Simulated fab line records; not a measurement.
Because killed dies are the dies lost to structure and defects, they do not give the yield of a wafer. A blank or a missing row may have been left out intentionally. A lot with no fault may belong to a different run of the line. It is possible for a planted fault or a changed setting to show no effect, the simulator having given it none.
A lot that was struck, set against a sound lot + flow n5-finfet + 44 steps out of a route of 1938
Sound: these wafers, L379.1, L379.4, L379.5. Struck: wafers L386.1, L386.6. (L386.3 of the same lot was not struck and is left out.) The cause comes at the end.
For every step that has rows: the tool of each side, followed by ch and its chambers, followed by its first start. Under that, the readings that differ: sound wafers + struck wafers + difference of the means + sigmas: that difference in standard deviations of wafers without a fault.
alike: a reading whose means differ by less than 2 such deviations, as well as words and numbers matching on both sides. not compared: withheld readings; readings where some wafer has no value; bounds like >300 that might hide an equal value; numbers whose values overlap and for which the record gives no deviation.
The two part at a step that has a row with sigmas, a row that says differs or no value, or rows on one side only. Non-overlapping numbers with no deviation appear without sigmas and do not part them. A reading that every wafer of one side lacks parts them only if that side has two wafers or more.

first, 1 step without rows for these wafers: N5_BEOL_M2_ANNEAL_95 (time 240 s).
N5_BEOL_M2_SPUTTER_96: material Cu, target thk 4.5 nm, time 8.29 s.
  sound on pvd-sputter-03, day 8 05:59; struck on pvd-sputter-02, day 10 06:52
  alike: chuck-gas-flow-sccm, throttle-valve-pct
then, 1 step without rows for these wafers: N5_BEOL_M2_ECD_50 (material Cu, target thk 300 nm).
N5_BEOL_M2_ANNEAL_51: time 90 s.
  sound on rtp-anneal-01 ch 0, day 8 06:10; struck on rtp-anneal-01 ch 0, day 10 07:04
  alike: wafer_temp_C_max
N5_BEOL_M2_CMP_52: polishes, stops on SiOC, t overpolish 6.8 s, target thk 40 nm.
  sound on cmp-04 ch 0,1, day 8 06:28; struck on cmp-03 ch 1,2, day 10 07:22
  alike: barrier-field-endpoint-s, motor-current-A, overpolish-run-s, time-to-endpoint-s
N5_BEOL_M2_THK_MEAS_53: measures by xrf.
  sound on film-metro-01, day 8 06:46; struck on film-metro-02, day 10 07:39
  alike: M2_THK
then, 3 steps without rows for these wafers: N5_BEOL_M2_PRE_CLEAN_60 (time 15 s); N5_BEOL_M2_CO_CAP_55 (material Co, precursor CCTBA/H2, target thk 2 nm, time 102.1 s); N5_BEOL_M2_PRE_CLEAN_56 (time 15 s).
N5_BEOL_M2_DEP_57: deposits SiCN from 3MS/NH3, target thk 8 nm, time 14 s.
  sound on pecvd-02 ch 0,2, day 8 06:58; struck on pecvd-03 ch 0,2, day 10 07:51
  alike: chamber-pressure-Torr, showerhead-plenum-p-Torr, showerhead-vpp-V, throttle-valve-pct
N5_BEOL_M2_RS_MEAS_58: uses a four-point probe to measure.
  sound on film-metro-01, day 8 07:02; struck on film-metro-01, day 10 07:55
  alike: M2_RS
N5_BEOL_M2_INSPECT_59: inspects for defects (darkfield).
  sound on defect-inspect-02, day 8 07:03; struck on defect-inspect-01, day 10 07:56
  alike: raw-defect-count
N5_BEOL_M3_ILD_DEP_00: deposits SiOC from DEMS/O2, target thk 79 nm, time 15.3 s.
  sound on pecvd-04 ch 0,1,2, day 8 07:05; struck on pecvd-04 ch 1, day 10 07:59
| reading                                      | sound        | struck  | difference | sigmas |
|----------------------------------------------|--------------|---------|------------|--------|
| model.SiOC_of_BEOL_M3_ILD_DEP_00.thk-nm (nm) | 78 78.4 79.2 | 40.6 42 | -37.2      |        |
  alike: chamber-pressure-Torr, heater-power-w, showerhead-plenum-p-Torr, showerhead-vpp-V, throttle-valve-pct
N5_BEOL_M3_THK_MEAS_01:
  sound on film-metro-01, day 8 07:10; struck on film-metro-01, day 10 08:04
| reading         | sound          | struck    | difference | sigmas |
|-----------------|----------------|-----------|------------|--------|
| M3_ILD_THK (nm) | 78.0 78.3 79.2 | 40.5 42.0 | -37.2      | -37    |
then, 11 steps without rows for these wafers: N5_BEOL_M3_PECVD_72 (deposits SiO2 from TEOS/O2, target thk 16 nm, time 18 s); N5_BEOL_M3_HM_DEP_02 (deposits TiN, target thk 20 nm); N5_BEOL_M3_COAT_61 (time 60 s, resist thk 60 nm); N5_BEOL_M3_COAT_62 (time 60 s, resist thk 12 nm); N5_BEOL_M3_COAT_73 (time 60 s, resist thk 5 nm); N5_BEOL_M3_COAT_05 (resist thk 30 nm); N5_BEOL_M3_EBR_07; N5_BEOL_M3_SOFTBAKE_06 (time 60 s); N5_BEOL_M3_EXPOSE_08 (exposes mask M3); N5_BEOL_M3_PEB_09 (peb time 60 s); N5_BEOL_M3_DEVELOP_10 (develop time 30 s).
N5_BEOL_M3_CD_MEAS_11: target cd 17.05 nm.
  sound on cd-sem-01 ch 0, day 8 08:05; struck on cd-sem-01 ch 0, day 10 10:30
  alike: cd-nm
N5_BEOL_M3_OVL_MEAS_12:
  sound on overlay-01 ch 0, day 8 08:07; struck on overlay-02 ch 0, day 10 10:32
  alike: M3_OVL
N5_BEOL_M3_INSPECT_13: inspects for defects (brightfield).
  sound on defect-inspect-02, day 8 08:11; struck on defect-inspect-01, day 10 10:35
  alike: raw-defect-count
then, 6 steps without rows for these wafers: N5_BEOL_M3_DESCUM_16 (chemistry O2, time 7 s); N5_BEOL_M3_ETCH_74 (etches underlayer in N2/H2, target depth 6.5 nm, time 5.2 s); N5_BEOL_M3_ETCH_63 (etches SiARC in CF4, target depth 15.6 nm, time 26 s); N5_BEOL_M3_ETCH_64 (etches SOC in N2/H2, target depth 75 nm, overetch 15 nm, time 112.5 s); N5_BEOL_M3_STRIP_65 (strips in N2/H2); N5_BEOL_M3_STRIP_75 (strips in N2/H2).
N5_BEOL_M3_STRIP_66: strips in CF4.
  sound on rie-diel-06 ch 0,1,2, day 8 08:25; struck on rie-diel-02 ch 0,2, day 10 10:50
  alike: drypump-motor-current-A, oes-product-au, rf-vpp-V, showerhead-plenum-p-Torr, throttle-valve-pct
  not compared: rf-hours-counter-h
then, 2 steps without rows for these wafers: N5_BEOL_M3_HM_OPEN_17 (chemistry Cl2/BCl3, target TiN, target depth 20 nm, overetch 6 nm); N5_BEOL_M3_STRIP_19 (strips in O2).
N5_BEOL_M3_CD_MEAS_18: pitch 36 nm, target cd 18 nm.
  sound on cd-sem-03, day 8 08:38; struck on cd-sem-03, day 10 11:11
  alike: cd-nm
then, 4 steps without rows for these wafers: N5_BEOL_M3_COAT_67 (time 60 s, resist thk 60 nm); N5_BEOL_M3_COAT_68 (time 60 s, resist thk 12 nm); N5_BEOL_M3_COAT_76 (time 60 s, resist thk 5 nm); N5_BEOL_M3_COAT_22 (resist thk 30 nm).
N5_BEOL_M3_CMP_52: polishes, stops on SiOC, t overpolish 6.8 s, target thk 40 nm.
  sound on cmp-02 ch 0,3, day 8 14:50; struck on cmp-02 ch 3, day 10 18:57
| reading                                      | sound          | struck  | difference | sigmas |
|----------------------------------------------|----------------|---------|------------|--------|
| model.Cu_of_BEOL_M3_ECD_50.thk-nm (nm)       | 39.6 40.2 41.6 | 1 2.4   | -39        |        |
| model.SiOC_of_BEOL_M3_ILD_DEP_00.thk-nm (nm) | 75 75.4 76.2   | 37.6 39 | -37.2      |        |
  alike: motor-current-A
N5_BEOL_M4_RC_MEAS_101:
  the record has rows for the sound wafers here (prober-01 ch 0, day 9 00:01) and none for the struck ones

== WHERE THEY PART ==
Last at N5_BEOL_M4_RC_MEAS_101 as far as this record goes, first at N5_BEOL_M3_THK_MEAS_01.

WHY: what the simulator had put in
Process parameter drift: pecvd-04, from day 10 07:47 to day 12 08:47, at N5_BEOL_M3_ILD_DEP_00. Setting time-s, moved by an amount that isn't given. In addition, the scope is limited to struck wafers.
